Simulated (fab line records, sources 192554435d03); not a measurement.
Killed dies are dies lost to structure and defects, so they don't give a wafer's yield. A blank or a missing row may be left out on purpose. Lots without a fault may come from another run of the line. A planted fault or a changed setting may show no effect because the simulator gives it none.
Chamber matching | flow n5_finfet | N5_BEOL_M6_ILD_DEP_00 on pecvd-04: 3 sister chambers
The step deposits SiCOH lowk from DEMS/porogen, target thk 179.75 nm, time 33.4 s. 16 wafers are shown with their chamber, then 8 later ones without.

WAFERS WITH THEIR CHAMBER
wafer  | chamber | heater_power_w (W) | throttle_valve_pct (%) | rf_fwd_power_W (W)
L075.1 | 0       | 215                | 13.5                   | 493.8
L075.2 | 2       | 363                | 13.2                   | 496.8
L075.5 | 0       | 222                | 13.3                   | 493.8
L077.3 | 0       | 262                | 13.4                   | 491.8
L077.5 | 2       | 373                | 12.8                   | 494.3
L077.6 | 0       | 267                | 13.6                   | 494.7
L078.1 | 0       | 239                | 13.5                   | 491.9
L078.4 | 1       | 321                | 13.0                   | 498.4
L078.5 | 2       | 406                | 13.0                   | 493.5
L079.1 | 1       | 388                | 13.3                   | 496.0
L079.3 | 2       | 420                | 12.9                   | 497.1
L079.5 | 2       | 415                | 13.0                   | 497.0
L082.1 | 0       | 243                | 13.6                   | 493.8
L082.3 | 1       | 376                | 13.0                   | 494.9
L082.5 | 1       | 387                | 13.3                   | 492.4
L086.3 | 1       | 369                | 12.8                   | 495.9

SIGNATURES (means of the wafers above)
reading            | chamber 0 | chamber 1 | chamber 2 | scatter within a chamber
heater_power_w     | 241.33    | 368.20    | 395.40    | 24.6
throttle_valve_pct | 13.483    | 13.080    | 12.980    | 0.163
rf_fwd_power_W     | 493.300   | 495.520   | 495.740   | 1.7
Rule: a wafer's distance from a chamber is the root of the sum, over the readings, of the square of ((its reading less the chamber's mean) divided by the reading's scatter). The wafer belongs to the nearest chamber; if the next one is less than 2 further off, it can't be placed. The scatter: the root of (the sum of the squares of (reading less its chamber's mean) over the shown wafers, divided by (wafers less chambers)).

WAFERS WITHOUT THEIR CHAMBER
wafer  | heater_power_w (W) | throttle_valve_pct (%) | rf_fwd_power_W (W)
L086.4 | 374                | 13.1                   | 496.8
L086.5 | 264                | 13.6                   | 491.3
L089.1 | 366                | 12.9                   | 497.0
L089.2 | 268                | 13.5                   | 493.9
L089.4 | 275                | 13.5                   | 493.6
L094.1 | 399                | 12.8                   | 491.8
L094.2 | 264                | 13.4                   | 494.3
L094.3 | 373                | 12.9                   | 496.6

WHICH CHAMBER EACH WENT THROUGH
wafer  | from the rows above     | in truth
L086.4 | can't be placed: 1 or 2 | 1
L086.5 | 0                       | 0
L089.1 | can't be placed: 1 or 2 | 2
L089.2 | 0                       | 0
L089.4 | 0                       | 0
L094.1 | can't be placed: 2 or 1 | 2
L094.2 | 0                       | 0
L094.3 | can't be placed: 2 or 1 | 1
Placed correctly: 4 of 8. Can't be placed from these rows: 4 (the true chamber is among the candidates in 4). Placed wrongly: 0.
